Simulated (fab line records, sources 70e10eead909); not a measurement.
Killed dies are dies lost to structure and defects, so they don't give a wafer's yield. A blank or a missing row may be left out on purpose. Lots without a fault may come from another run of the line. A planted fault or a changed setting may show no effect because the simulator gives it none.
fab line records | flow nand_harc
record lots=11 wafers=33 last_day=32
route steps=1302 shown A_STAIRCASE@672 END@1302
lots that met no fault: from a run of the same line without faults
start_h: hours from the record's first day to the start of the lot's first wafer shown | wait_h: hours since the lot's step before | " the same as in the row above | L1.1+2: a row that stands for several wafers | - no value, or no start given | * or withheld: withheld | < > ~ a bound
route shown NAME@n: a module of which the file shows steps, and the number in the route of the first | usual: mean/standard deviation of fault-free wafers | same: alike in all rows | chamber/n: place in a boat | sites: the reading at each site | _std_site: their standard deviation | _edge_site: outer sites' mean less inner sites' | radius_mm: how far each site lies from the wafer's centre | mask NAME#n: copy n | behind: the tool/chamber that last shaped the wafer | hold: why the lot was held/for how many hours/how that ended | device: the transistor (n, p or np) that didn't switch | end of line: the same wafers' tests at the end of the route | a step without rows: its recipe alone | killed: dies lost to structure and defects at the first sort, not the wafer's yield | map: a wafer's dies, x killed, . not, _ none there
set.NAME: the setting as run; set.NAME@STEP: as run at that earlier step | model.NAME: the simulator's own value behind a step, which no gauge read
steps of the route over a sample of lots; a table a step, a row a wafer
services: from which hour (start_h, from the record's first day; less than 0 if before it) a tool's chamber was out of use, for how many hours, and why
## steps
# step NHARC_A_STAIRCASE_TRIM_16
# recipe time_s=211.2 o2_flow_sccm=500 ar_flow_sccm=0 bias_w=0 chemistry=O2
# usual chamber_pressure_mTorr=60.00/0.054 drypump_motor_current_A=5.6/0.36 oes_product_au=1.000/0.014 rf_vpp_V=57.8/0.89 showerhead_plenum_p_Torr=3.56/0.18 throttle_valve_pct=17.036/0.0096
# same bias_w=0
# columns lot.wafer tool chamber start_h wait_h chamber_pressure_mTorr drypump_motor_current_A oes_product_au rf_hours_counter_h rf_vpp_V showerhead_plenum_p_Torr throttle_valve_pct
L612.3 rie_diel-04 1 - - 59.94 6.0 1.002 59 59.0 3.77 17.020
L612.6 " 0 " " 59.96 5.5 0.988 - 56.7 3.27 17.042
L612.5 " 1 " " 60.02 6.0 1.000 - 57.4 3.77 17.036
L615.4 rie_diel-11 1 - - 59.97 6.2 1.026 41 58.5 3.43 17.022
L615.5 " 1 " " 60.06 6.2 1.024 - 56.9 3.43 17.039
L615.6 " 2 " " 60.06 5.7 1.003 - 58.5 3.39 17.034
L616.1 rie_diel-11 3 - - 60.00 5.2 0.973 47 59.5 3.60 17.028
L616.4 " 1 " " 59.97 6.2 1.022 49 55.9 3.43 17.029
L616.2 " 2 " " 59.97 5.7 1.000 50 56.6 3.39 17.019
L617.3 rie_diel-03 3 - - 59.98 6.3 0.981 42 58.0 3.63 17.051
L617.1 " 1 " " 60.07 5.3 0.999 41 57.5 3.43 17.043
L617.5 " 3 " " 60.09 6.3 0.993 - 56.3 3.63 17.044
L618.1 rie_diel-04 3 - - 59.94 5.2 1.001 20 57.3 3.31 17.029
L618.2 " 0 " " 60.00 5.5 0.976 9 56.3 3.80 17.032
L618.3 " 2 " " 60.05 5.4 0.993 19 58.1 3.50 17.029
L620.2 rie_diel-11 3 - - 60.10 5.2 1.010 3 56.7 3.60 17.036
L620.5 " 2 " " 60.02 5.7 1.004 - 57.4 3.38 17.029
L620.6 " 3 " " 60.11 5.2 1.007 - 57.4 3.60 17.042
L625.3 rie_diel-04 1 - - 60.03 6.0 0.982 43 58.2 3.75 17.035
L625.4 " 2 " " 60.00 5.4 1.001 43 58.1 3.49 17.030
L625.6 " 0 " " 60.03 5.5 0.999 - 59.3 3.79 17.024
L626.2 rie_diel-03 1 - - 60.08 5.2 0.997 13 57.9 3.41 17.031
L626.3 " 2 " " 59.93 6.1 1.034 13 59.1 3.80 17.038
L626.6 " 0 " " 59.93 5.7 0.997 - 58.9 3.74 17.030
L627.2 rie_diel-04 1 - - 59.94 6.1 0.994 47 57.8 3.75 17.041
L627.1 " 2 " " 60.06 5.4 1.006 47 58.3 3.49 17.037
L627.3 " 3 " " 60.04 5.2 1.033 53 58.3 3.29 17.039
L628.3 rie_diel-11 3 - - 59.95 5.2 0.998 23 56.9 3.59 17.036
L628.2 " 0 " " 60.00 5.5 1.013 24 57.9 3.29 17.042
L628.1 " 2 " " 59.99 5.7 0.984 25 56.6 3.37 17.034
L631.3 rie_diel-03 3 - - 59.94 6.3 1.001 27 58.2 3.61 17.039
L631.1 " 0 " " 60.06 5.6 1.011 26 57.9 3.73 17.039
L631.5 " 3 " " 60.06 6.3 1.002 - 57.6 3.60 17.034
# step NHARC_A_STAIRCASE_TRIM_18
# recipe time_s=211.2 o2_flow_sccm=500 ar_flow_sccm=0 bias_w=0 chemistry=O2
# usual chamber_pressure_mTorr=59.99/0.06 drypump_motor_current_A=5.7/0.37 oes_product_au=0.999/0.013 rf_vpp_V=57.9/0.86 showerhead_plenum_p_Torr=3.55/0.19 throttle_valve_pct=17.036/0.0094
# same bias_w=0
# columns lot.wafer tool chamber start_h wait_h chamber_pressure_mTorr drypump_motor_current_A oes_product_au rf_hours_counter_h rf_vpp_V showerhead_plenum_p_Torr throttle_valve_pct
L612.3 rie_diel-04 0 - - 60.02 5.5 0.983 60 57.7 3.27 17.046
L612.6 " 0 " " 59.97 5.5 0.981 - 56.9 3.27 17.042
L612.5 " 1 " " 59.98 6.1 0.991 - 59.0 3.77 17.025
L615.4 rie_diel-11 1 - - 60.04 6.2 1.016 41 56.3 3.43 17.034
L615.5 " 2 " " 60.05 5.7 1.007 - 56.5 3.39 17.031
L615.6 " 3 " " 60.06 5.2 0.976 - 57.9 3.61 17.042
L616.4 rie_diel-11 2 - - 60.10 5.7 1.005 50 56.5 3.39 17.025
L616.2 " 3 " " 60.02 5.2 0.978 48 58.3 3.60 17.048
L616.1 " 1 " " 59.98 6.2 1.007 49 58.7 3.43 17.028
L617.3 rie_diel-03 3 - - 59.97 6.3 0.983 42 58.5 3.63 17.040
L617.1 " 1 " " 60.00 5.3 0.994 41 57.1 3.43 17.037
L617.5 " 3 " " 59.94 6.3 0.986 - 59.0 3.63 17.029
L618.2 rie_diel-04 3 - - 59.94 5.2 0.999 21 57.1 3.31 17.040
L618.3 " 0 " " 60.11 5.5 1.008 9 58.3 3.80 17.040
L618.1 " 1 " " 60.01 6.0 0.983 18 57.8 3.76 17.019
L620.2 rie_diel-11 2 - - 59.98 5.7 1.005 4 57.3 3.38 17.046
L620.5 " 1 " " 59.94 6.2 1.025 - 57.8 3.42 17.032
L620.6 " 2 " " 59.99 5.7 1.003 - 57.6 3.38 17.039
L625.4 rie_diel-04 0 - - 59.91 5.5 0.996 38 58.1 3.79 17.049
L625.3 " 1 " " 60.05 6.1 0.990 43 58.9 3.75 17.037
L625.6 " 2 " " 60.04 5.5 1.005 - 57.9 3.49 17.030
L626.3 rie_diel-03 1 - - 59.96 5.3 1.002 13 56.4 3.41 17.042
L626.2 " 2 " " 60.05 6.1 1.012 13 59.2 3.80 17.029
L626.6 " 0 " " 59.93 5.7 1.010 - 57.2 3.74 17.051
L627.1 rie_diel-04 1 - - 60.00 6.0 0.989 47 58.6 3.75 17.049
L627.2 " 2 " " 60.01 5.4 1.007 48 57.0 3.49 17.024
L627.3 " 0 " " 60.03 5.5 0.998 42 57.7 3.78 17.051
L628.1 rie_diel-11 3 - - 59.97 5.2 0.989 23 57.5 3.59 17.045
L628.3 " 0 " " 59.91 5.5 0.996 24 58.9 3.29 17.025
L628.2 " 2 " " 60.03 5.7 0.984 25 58.7 3.37 17.040
L631.3 rie_diel-03 0 - - 59.97 5.7 1.014 26 58.4 3.73 17.032
L631.1 " 1 " " 59.99 5.3 0.998 32 58.6 3.40 17.049
L631.5 " 0 " " 60.03 5.7 1.024 - 57.8 3.73 17.039
# step NHARC_A_STAIRCASE_ETCH_27
# recipe target_depth_a=1000 time_s=40.5 ion_energy_ev=400 c4f8_flow_sccm=20 o2_flow_sccm=10 ar_flow_sccm=withheld rf_w=600 bias_w=1000 chemistry=C4F8/O2
# usual oes_product_au=0.946/0.015 rf_vpp_V=896/6.4
# columns lot.wafer tool chamber start_h wait_h oes_product_au rf_hours_counter_h rf_vpp_V
L612.3 rie_diel-04 0 - - 0.938 61 887
L612.5 " 2 " " 0.937 - 896
L612.6 " 3 " " 0.949 - 888
L615.4 rie_diel-11 2 - - 0.946 45 889
L615.5 " 2 " " 0.944 - 892
L615.6 " 3 " " 0.929 - 899
L616.2 rie_diel-11 1 - - 0.968 49 892
L616.1 " 2 " " 0.935 51 891
L616.4 " 3 " " 0.926 48 898
L617.1 rie_diel-03 2 - - 0.947 39 888
L617.3 " 3 " " 0.930 42 899
L617.5 " 1 " " 0.937 - 892
L618.3 rie_diel-03 0 - - 0.941 47 904
L618.1 " 1 " " 0.952 43 892
L618.2 " 2 " " 0.943 41 886
L620.2 rie_diel-11 1 - - 0.952 5 892
L620.5 " 2 " " 0.946 - 891
L620.6 " 3 " " 0.953 - 898
L625.3 rie_diel-04 0 - - 0.943 39 904
L625.4 " 1 " " 0.925 43 904
L625.6 " 3 " " 0.964 - 888
L626.3 rie_diel-11 1 - - 0.989 16 892
L626.2 " 0 " " 0.941 15 887
L626.6 " 2 " " 0.945 - 890
L627.3 rie_diel-11 0 - - 0.965 22 888
L627.2 " 1 " " 0.974 23 893
L627.1 " 2 " " 0.939 22 890
L628.1 rie_diel-03 2 - - 0.964 21 905
L628.3 " 0 " " 0.939 16 904
L628.2 " 1 " " 0.938 20 891
L631.3 rie_diel-03 0 - - 0.958 27 904
L631.1 " 1 " " 0.949 32 892
L631.5 " 0 " " 0.961 - 904
# step NHARC_A_STAIRCASE_TRIM_200
# recipe time_s=211.2 o2_flow_sccm=500 ar_flow_sccm=0 bias_w=0 chemistry=O2
# usual bias_w=0/0 chamber_pressure_mTorr=59.99/0.053 drypump_motor_current_A=5.7/0.38 oes_product_au=0.999/0.014 rf_vpp_V=57.9/0.98 showerhead_plenum_p_Torr=3.55/0.18 throttle_valve_pct=17.037/0.0096
# columns lot.wafer tool chamber start_h wait_h bias_w chamber_pressure_mTorr drypump_motor_current_A oes_product_au rf_hours_counter_h rf_vpp_V showerhead_plenum_p_Torr throttle_valve_pct
L612.3 rie_diel-11 3 360.07 - 0 59.94 5.2 0.988 31 60.0 3.61 17.034
L612.6 " 2 " " 0 59.95 5.7 0.996 - 57.1 3.40 17.057
L612.5 " 3 " " 0 59.99 5.2 0.981 - 59.2 3.61 17.039
L615.4 rie_diel-03 2 403.31 - 0 60.00 6.1 1.018 36 57.9 3.28 17.031
L615.5 " 2 " " 0 59.97 6.1 1.008 - 57.0 3.28 17.049
L615.6 " 3 " " 0 59.99 6.3 0.988 - 56.5 3.63 17.057
L616.4 rie_diel-11 2 421.49 - 0 60.02 5.7 1.009 52 57.0 3.39 17.064
L616.2 " 3 " " 0 60.02 5.2 0.977 49 58.3 3.60 17.031
L616.1 " 0 " " 0 59.90 5.5 1.001 46 57.7 3.31 17.043
L617.1 rie_diel-04 0 421.69 - 0 59.99 5.5 0.999 8 58.6 3.80 17.029
L617.3 " 1 " " 0 60.00 6.0 0.984 17 59.1 3.76 17.055
L617.5 " 0 " " 0 59.92 5.5 0.995 - 59.7 3.80 17.049
L618.3 rie_diel-03 3 429.45 - 0 59.95 6.3 0.981 45 57.2 3.63 17.029
L618.2 " 0 " " 0 59.97 5.6 1.000 47 59.1 3.75 17.039
L618.1 " 2 " " 0 59.98 6.1 1.001 42 56.8 3.28 17.032
L620.2 rie_diel-04 0 464.18 - 0 60.04 5.5 0.989 25 57.8 3.79 17.027
L620.6 " 3 " " 0 60.01 5.2 1.015 - 57.2 3.30 17.045
L620.5 " 0 " " 0 59.99 5.5 0.991 - 59.3 3.79 17.039
L625.4 rie_diel-11 2 500.22 - - - - - - - - -
L625.3 " 3 " " - - - - - - - -
L625.6 " 1 " " - - - - - - - -
L626.2 rie_diel-03 2 500.53 - - - - - - - - -
L626.3 " 3 " " - - - - - - - -
L626.6 " 1 " " - - - - - - - -
L627.1 rie_diel-11 2 513.71 - 0 59.99 5.6 1.003 23 55.4 3.37 17.020
L627.2 " 3 " " 0 60.04 5.1 1.002 21 58.4 3.59 17.048
L627.3 " 0 " " 0 59.96 5.5 1.006 22 56.0 3.30 17.043
L628.1 rie_diel-03 1 529.62 - 0 60.01 5.2 0.983 20 56.6 3.41 17.027
L628.2 " 2 " " 0 60.05 6.1 1.010 21 57.5 3.80 17.029
L628.3 " 3 " " 0 59.97 6.3 1.004 18 57.3 3.61 17.039
L631.1 rie_diel-03 1 568.74 - 0 60.04 5.3 0.992 33 59.0 3.40 17.032
L631.3 " 2 " " 0 60.01 6.1 1.017 36 59.8 3.79 17.046
L631.5 " 0 " " 0 59.97 5.6 1.018 - 58.5 3.73 17.049
# step NHARC_END_SORT_01
# recipe temp_c=25
# usual killed_at_array=55/19 killed_at_other=0.9/1.4 killed_at_periphery=3.8/2.9 killed_dies=60/19 killed_open=3.3/1.8 killed_short=2.6/1.6
# same gross_dies=677
# columns lot.wafer tool chamber start_h wait_h killed_at_array killed_at_other killed_at_periphery killed_dies killed_open killed_short
L626.2 prober-01 0 704.14 2.8 667 0 10 677 5 4
L626.3 prober-01 0 704.93 3.1 670 1 6 677 5 4
L626.6 prober-01 0 707.30 3.9 669 1 7 677 3 3
L625.3 prober-01 0 717.74 3.1 673 1 3 677 2 2
L625.4 prober-01 0 718.54 3.4 673 0 4 677 3 2
L625.6 prober-01 0 720.16 4.0 674 2 1 677 2 1
# killed by level:class
L626.2 A_STAIRCASE:area_trim=619 A_SLIT:chamber_film_flake=20 A_CONTACT:chamber_film_flake=13 P_GATE:chamber_film_flake=6 A_CHANNEL_HOLE_D1:chamber_film_flake=4 A_DECK1_JOINT:geometric_particle:open=2 A_ONON_D2:geometric_particle:short=2 P_M0:chamber_film_flake=2
L626.3 A_STAIRCASE:area_trim=622 A_SLIT:chamber_film_flake=26 A_CHANNEL_HOLE_D1:chamber_film_flake=9 A_CONTACT:chamber_film_flake=5 P_M0:chamber_film_flake=2 P_GATE:geometric_particle:open=1 P_CONTACT:geometric_particle:open=1 P_M1:geometric_particle:short=1
L626.6 A_STAIRCASE:area_trim=612 A_SLIT:chamber_film_flake=35 A_CONTACT:chamber_film_flake=7 A_CHANNEL_HOLE_D1:chamber_film_flake=5 P_GATE:chamber_film_flake=3 A_CHANNEL_FILL_D2:chamber_film_flake=2 P_M1:geometric_particle:short=1 A_CHANNEL_FILL_D1:geometric_particle:open=1
L625.3 A_STAIRCASE:area_trim=606 A_CHANNEL_HOLE_D1:chamber_film_flake=26 A_CHANNEL_HOLE_D2:chamber_film_flake=15 A_CONTACT:chamber_film_flake=9 A_SLIT:chamber_film_flake=4 A_STAIRCASE:chamber_film_flake=4 A_BONDPAD:chamber_film_flake=3 P_GATE:chamber_film_flake=2
L625.4 A_STAIRCASE:area_trim=597 A_CHANNEL_HOLE_D1:chamber_film_flake=35 A_CHANNEL_HOLE_D2:chamber_film_flake=21 A_CONTACT:chamber_film_flake=7 A_ZERO_WELL:chamber_film_flake=2 A_CHANNEL_FILL_D1:chamber_film_flake=2 A_STAIRCASE:chamber_film_flake=2 A_BONDPAD:chamber_film_flake=2
L625.6 A_STAIRCASE:area_trim=610 A_CHANNEL_HOLE_D1:chamber_film_flake=32 A_CHANNEL_HOLE_D2:chamber_film_flake=13 A_CONTACT:chamber_film_flake=6 A_STAIRCASE:chamber_film_flake=4 A_SLIT:chamber_film_flake=3 A_WL_FILL:chamber_film_flake=2 THIN_TSV:chamber_film_flake=2
## services
# columns tool chamber start_h hours kind
rie_diel-11 0 331.39 6.8 repair
rie_diel-03 - 332.17 0.9 repair
rie_diel-11 1 338.10 - clean
rie_diel-11 2 338.10 - clean
rie_diel-11 3 338.10 - clean
rie_diel-04 2 351.08 3.3 repair
rie_diel-04 - 358.76 9.0 pm
rie_diel-11 0 364.55 - clean
rie_diel-11 1 364.55 - clean
rie_diel-11 2 364.55 - clean
rie_diel-11 3 364.55 - clean
rie_diel-03 - 368.51 0.6 repair
rie_diel-11 0 389.26 - clean
rie_diel-11 1 389.26 - clean
rie_diel-11 2 389.26 - clean
rie_diel-11 3 389.26 - clean
rie_diel-04 0 393.17 26.6 repair
rie_diel-11 0 413.88 - clean
rie_diel-11 1 413.88 - clean
rie_diel-11 - 434.79 9.0 pm
rie_diel-03 - 458.59 9.0 pm
rie_diel-03 2 517.55 7.5 repair
rie_diel-04 - 535.82 9.0 pm
rie_diel-03 3 546.16 10.6 repair
## key
first_sign step=NHARC_A_STAIRCASE_TRIM_200 reading=tool_record direction=missing
effect step=NHARC_END_SORT_01 reading=killed_dies direction=up sigmas=33 usual=60 struck=677
more_kills_born_at NHARC_A_STAIRCASE_TRIM_200@rie_diel-03=1852 NHARC_A_STAIRCASE_TRIM_200@rie_diel-11=1813
met_at NHARC_A_STAIRCASE_TRIM_200
struck_lots L625,L626
later_rows_left_out L625.3,L625.4,L625.6,L626.2,L626.3,L626.6
tester_left_out L625,L626
not_acting_at NHARC_A_STAIRCASE_TRIM_16,NHARC_A_STAIRCASE_TRIM_18,NHARC_A_STAIRCASE_ETCH_27
onset_between 429.45 500.22
fault kind=skipped_step_whole tool=rie_diel-03,rie_diel-11 chamber=- onset_h=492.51 steps=NHARC_A_STAIRCASE_TRIM_200 scope=struck_lots_only
# tester_left_out: of these lots the tester's yield and bins aren't shown, on N5 and GAA mostly nor the transistor test; their killed dies are dies lost to structure and defects alone, not to doping, threshold or leakage, so they don't give the yield
# later_rows_left_out: the simulator's readings of these wafers behind a module that went badly wrong aren't trusted and aren't shown, but for the sort
